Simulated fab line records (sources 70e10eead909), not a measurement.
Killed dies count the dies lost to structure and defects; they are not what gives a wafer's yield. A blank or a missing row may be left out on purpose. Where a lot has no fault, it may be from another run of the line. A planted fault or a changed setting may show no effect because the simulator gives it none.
fab line records	flow nand-harc	part 2 of 2: steps 29 to 36 of 36
record lots=5	wafers=15	last-day=24
route steps=1159 shown P_GATE@200 P_CONTACT@217
lots with no fault: from the same line, run without faults
start-h: hours from the record's first day to the start of the lot's first wafer shown	wait-h: hours since the lot's step before	" identical to the entry in the row above	L1.1+2: several wafers, shown together as one row	- either no value or no given start	* or withheld: withheld	< > ~ a bound
route shown NAME@n: a module of which the file shows steps, and the number in the route of the first	usual: mean and standard deviation over wafers with no fault	same: alike in all rows	chamber/n: place in a boat	sites: the reading at each site	_std_site: the standard deviation of these	_edge_site: outer sites' mean less inner sites'	radius-mm: how far each site lies from the wafer's centre	mask NAME#n: copy n	behind: tool/chamber where the wafer was last shaped	hold: the reason the lot was held/the length of the hold in hours/how it ended	device: the transistor (n, p or np) that didn't switch	end of line: tests run on the same wafers once the route is complete	step lacking rows: just its recipe	killed: dies lost to structure and defects at the first sort, not the wafer's yield	map: a wafer's dies, marking killed ones x, the rest . and places with no die _
set.NAME: the setting the step ran with; set.NAME@STEP: the setting that earlier step ran with	model.NAME: the simulator's own value behind a step, which no gauge read
lots seen at some steps along the route; tables by step, rows by wafer
services: a tool's chamber out of use, with start hour (start-h, from the record's first day; less than 0 if before it), hours out, and reason
## steps
# step NHARC_P_CONTACT_EXPOSE_09
# recipe na=1.35	target-cd-nm=90	dose-mj=81.26	mask-id=P_CA
# usual reticle-temp-C=23.02/0.12
lot.wafer	tool	chamber	start-h	wait-h	mask	reticle-temp-C
L078.1	arfi-scanner-01	0	131.99	-	P_CA#0	23.07
L078.4	"	0	"	"	P_CA#0	23.11
L078.5	"	0	"	"	P_CA#0	23.22
L079.1	arfi-scanner-03	0	132.65	-	P_CA#0	22.99
L079.4	"	0	"	"	P_CA#0	23.10
L079.5	"	0	"	"	P_CA#0	23.00
L088.2	arfi-scanner-03	0	186.97	-	P_CA#0	23.07
L088.3	"	0	"	"	P_CA#0	23.00
L088.4	"	0	"	"	P_CA#0	23.07
L094.2	arfi-scanner-01	0	230.81	-	P_CA#0	22.93
L094.3	"	0	"	"	P_CA#0	23.07
L094.6	"	0	"	"	P_CA#0	22.98
L096.2	arfi-scanner-01	0	243.16	-	P_CA#0	23.02
L096.5	"	0	"	"	P_CA#0	23.17
L096.6	"	0	"	"	P_CA#0	23.13
# step NHARC_P_CONTACT_PEB_10
# recipe peb-temp-c=100	peb-time-s=65
# usual chill-plate-temp-C=23.00/0.11
lot.wafer	tool	chamber	start-h	wait-h	chill-plate-temp-C
L078.1	litho-track-06	0	132.05	0.1	22.92
L078.4	"	0	"	"	23.12
L078.5	"	0	"	"	23.01
L079.1	litho-track-04	0	132.71	0.1	22.88
L079.4	"	0	"	"	22.82
L079.5	"	0	"	"	22.88
L088.2	litho-track-06	0	187.03	0.1	22.94
L088.3	"	0	"	"	23.13
L088.4	"	0	"	"	23.00
L094.2	litho-track-04	0	230.87	0.1	22.83
L094.3	"	0	"	"	22.92
L094.6	"	0	"	"	22.90
L096.2	litho-track-06	0	243.22	0.1	23.04
L096.5	"	0	"	"	23.06
L096.6	"	0	"	"	23.24
# step NHARC_P_CONTACT_DEVELOP_11
# recipe develop-time-s=35	dev-temp-c=23
# usual chill-plate-temp-C=22.99/0.11
lot.wafer	tool	chamber	start-h	wait-h	chill-plate-temp-C
L078.1	litho-track-06	0	-	-	23.01
L078.4	"	0	"	"	22.94
L078.5	"	0	"	"	22.93
L079.1	litho-track-04	0	-	-	22.89
L079.4	"	0	"	"	22.91
L079.5	"	0	"	"	22.94
L088.2	litho-track-06	0	-	-	22.80
L088.3	"	0	"	"	23.00
L088.4	"	0	"	"	22.99
L094.2	litho-track-04	0	-	-	22.84
L094.3	"	0	"	"	23.06
L094.6	"	0	"	"	22.86
L096.2	litho-track-06	0	-	-	22.68
L096.5	"	0	"	"	22.83
L096.6	"	0	"	"	22.86
# step NHARC_P_CONTACT_CD_MEAS_12
# recipe target-cd-nm=90	landing-energy-ev=500
# usual cd-nm=89.4/0.83
lot.wafer	tool	chamber	start-h	wait-h	cd-nm
L078.1	cd-sem-02	0	132.14	-	89.9
L078.4	"	0	"	"	88.9
L078.5	"	0	"	"	88.5
L079.1	cd-sem-03	0	132.79	-	88.9
L079.4	"	0	"	"	88.7
L079.5	"	0	"	"	88.9
L088.2	cd-sem-03	0	187.11	-	88.7
L088.3	"	0	"	"	89.4
L088.4	"	0	"	"	90.1
L094.2	cd-sem-02	0	230.95	-	89.6
L094.3	"	0	"	"	89.5
L094.6	"	0	"	"	89.7
L096.2	cd-sem-01	0	243.30	-	88.6
L096.5	"	0	"	"	89.6
L096.6	"	0	"	"	89.6
# step NHARC_P_CONTACT_OVL_MEAS_13
# usual overlay-x-nm=0.1/0.66	overlay-y-nm=0.4/0.96
lot.wafer	tool	chamber	start-h	wait-h	overlay-x-nm	overlay-y-nm
L078.1	overlay-01	-	132.22	-	1.2	-0.9
L078.4	"	-	"	"	1.6	-0.5
L078.5	"	-	"	"	1.2	-0.6
L079.1	overlay-02	-	132.90	-	0.5	0.7
L079.4	"	-	"	"	-0.1	0.8
L079.5	"	-	"	"	0.1	0.9
L088.2	overlay-01	-	187.19	-	0.3	-1.8
L088.3	"	-	"	"	1.3	-1.6
L088.4	"	-	"	"	0.8	-0.8
L094.2	overlay-01	-	231.05	-	-0.2	0.5
L094.3	"	-	"	"	-0.7	-0.3
L094.6	"	-	"	"	-0.9	-0.1
L096.2	overlay-01	-	243.39	-	0.0	-0.4
L096.5	"	-	"	"	0.0	-0.4
L096.6	"	-	"	"	0.2	-1.0
# step NHARC_P_CONTACT_INSPECT_14
# usual raw-defect-count=3.6/2.1
lot.wafer	tool	chamber	start-h	wait-h	raw-defect-count
L078.1	defect-inspect-01	-	132.26	0.0	4
L078.4	"	-	"	"	1
L078.5	"	-	"	"	0
L079.1	defect-inspect-01	-	132.93	0.0	2
L079.4	"	-	"	"	6
L079.5	"	-	"	"	5
L088.2	defect-inspect-01	-	187.23	0.0	2
L088.3	"	-	"	"	5
L088.4	"	-	"	"	6
L094.2	defect-inspect-02	-	231.09	0.0	7
L094.3	"	-	"	"	2
L094.6	"	-	"	"	6
L096.2	defect-inspect-01	-	243.42	0.0	4
L096.5	"	-	"	"	5
L096.6	"	-	"	"	3
# step NHARC_P_CONTACT_DESCUM_17
# recipe time-s=3	o2-flow-sccm=200	ar-flow-sccm=0	bias-power-w=0	chemistry=O2
# usual drypump-motor-current-A=5.8/0.32	mfc-ar-sccm=0.003/0.0047	oes-product-au=0.995/0.015	rf-vpp-V=57.9/0.98	showerhead-plenum-p-Torr=1.95/0.088	throttle-valve-pct=11.311/0.0091
lot.wafer	tool	chamber	start-h	wait-h	drypump-motor-current-A	mfc-ar-sccm	oes-product-au	rf-hours-counter-h	rf-vpp-V	showerhead-plenum-p-Torr	throttle-valve-pct
L078.1	rie-diel-02	1	132.32	0.1	6.5	0	1.024	11	57.3	1.78	11.326
L078.4	"	0	"	"	5.2	0	0.978	15	57.3	1.99	11.313
L078.5	"	1	"	"	6.5	0	1.018	-	58.5	1.78	11.307
L079.4	rie-diel-11	2	132.99	0.1	6.4	0.003	1.005	44	57.3	1.99	11.313
L079.1	"	3	"	"	6.0	0	0.977	44	56.9	1.92	11.316
L079.5	"	3	"	"	6.0	0	0.979	-	58.2	1.92	11.315
L088.2	rie-diel-04	0	187.30	0.1	5.9	0.009	0.999	7	59.5	2.05	11.302
L088.4	"	1	"	"	5.7	0	0.987	6	59.1	1.85	11.309
L088.3	"	2	"	"	6.0	0.013	0.974	6	57.7	2.01	11.292
L094.3	rie-diel-04	3	231.16	0.1	5.6	0	1.011	12	57.1	2.00	11.315
L094.2	"	0	"	"	5.9	0.009	1.002	12	57.5	2.05	11.317
L094.6	"	2	"	"	6.0	0.013	0.977	-	59.2	2.01	11.313
L096.2	rie-diel-04	1	243.50	0.1	5.7	0	0.991	14	56.7	1.85	11.320
L096.5	"	3	"	"	5.6	0	1.015	-	58.9	2.00	11.309
L096.6	"	0	"	"	5.9	0.009	1.029	-	57.7	2.05	11.302
# step NHARC_P_CONTACT_ETCH_35
# recipe target-depth-a=390	over-etch-frac=0.3	time-s=65	ion-energy-ev=80	cf4-flow-sccm=150	ar-flow-sccm=0	rf-w=300	bias-w=100	chemistry=CF4
# usual cf4-flow-sccm=150.0/0.46	drypump-motor-current-A=5.8/0.32	mfc-ar-sccm=0.002/0.0045	oes-product-au=0.996/0.014	rf-vpp-V=151.5/1.3	showerhead-plenum-p-Torr=1.80/0.075	throttle-valve-pct=13.283/0.01
lot.wafer	tool	chamber	start-h	wait-h	cf4-flow-sccm	drypump-motor-current-A	mfc-ar-sccm	oes-product-au	rf-hours-counter-h	rf-vpp-V	showerhead-plenum-p-Torr	throttle-valve-pct
L078.4	rie-diel-02	0	132.42	0.1	150.6	5.3	0	0.980	15	152.6	1.83	13.285
L078.1	"	1	"	"	149.1	6.5	0	1.010	11	149.6	1.66	13.290
L078.5	"	2	"	"	149.9	5.9	0	0.993	-	150.1	1.68	13.298
L079.1	rie-diel-11	3	133.08	0.1	150.1	5.9	0	0.979	44	150.6	1.78	13.271
L079.4	"	0	"	"	150.1	5.4	0	0.986	38	150.6	1.68	13.293
L079.5	"	3	"	"	150.4	6.0	0	0.975	-	152.0	1.78	13.248
L088.2	rie-diel-04	0	187.38	0.1	149.6	5.9	0.009	1.002	7	153.5	1.88	13.271
L088.3	"	1	"	"	148.5	5.8	0	0.979	6	149.1	1.72	13.283
L088.4	"	2	"	"	150.3	6.0	0.013	0.977	6	150.9	1.85	13.285
L094.3	rie-diel-04	3	231.24	0.1	150.1	5.6	0	1.011	12	150.8	1.85	13.277
L094.2	"	1	"	"	150.1	5.8	0	0.992	12	151.1	1.71	13.294
L094.6	"	2	"	"	149.9	6.0	0.013	0.978	-	151.9	1.85	13.294
L096.2	rie-diel-04	0	243.57	0.1	150.7	5.9	0.009	1.022	14	151.8	1.88	13.286
L096.5	"	3	"	"	150.0	5.6	0	1.010	-	151.2	1.85	13.276
L096.6	"	0	"	"	150.2	5.9	0.009	1.015	-	154.1	1.88	13.284
## services
tool	chamber	start-h	hours	kind
rie-diel-04	2	104.27	3.2	repair
arfi-scanner-01	-	110.41	1.5	repair
rie-diel-04	-	111.90	9.0	pm
wet-bench-09	-	112.88	8.0	pm
rie-diel-05	-	114.85	0.5	repair
litho-track-06	-	117.00	7.0	pm
rie-diel-05	3	126.77	6.1	repair
arfi-scanner-01	-	127.92	0.9	repair
plasma-asher-02	-	137.88	0.8	repair
litho-track-04	-	141.00	7.0	pm
wet-bench-03	-	146.40	8.0	pm
plasma-asher-01	-	149.32	1.7	repair
pecvd-02	-	153.00	13.0	pm
pvd-sputter-01	-	158.00	10.0	pm
pvd-sputter-02	-	161.85	10.6	repair
pecvd-01	-	162.90	1.1	repair
rie-diel-05	-	163.79	9.0	pm
wet-bench-02	-	180.00	8.0	pm
plasma-asher-02	-	183.20	9.0	pm
rie-diel-05	-	195.55	0.5	repair
arfi-scanner-01	-	196.00	4.0	pm
rie-diel-04	2	207.96	8.7	repair
pvd-sputter-02	-	214.03	10.0	pm
pecvd-01	-	237.23	13.0	pm
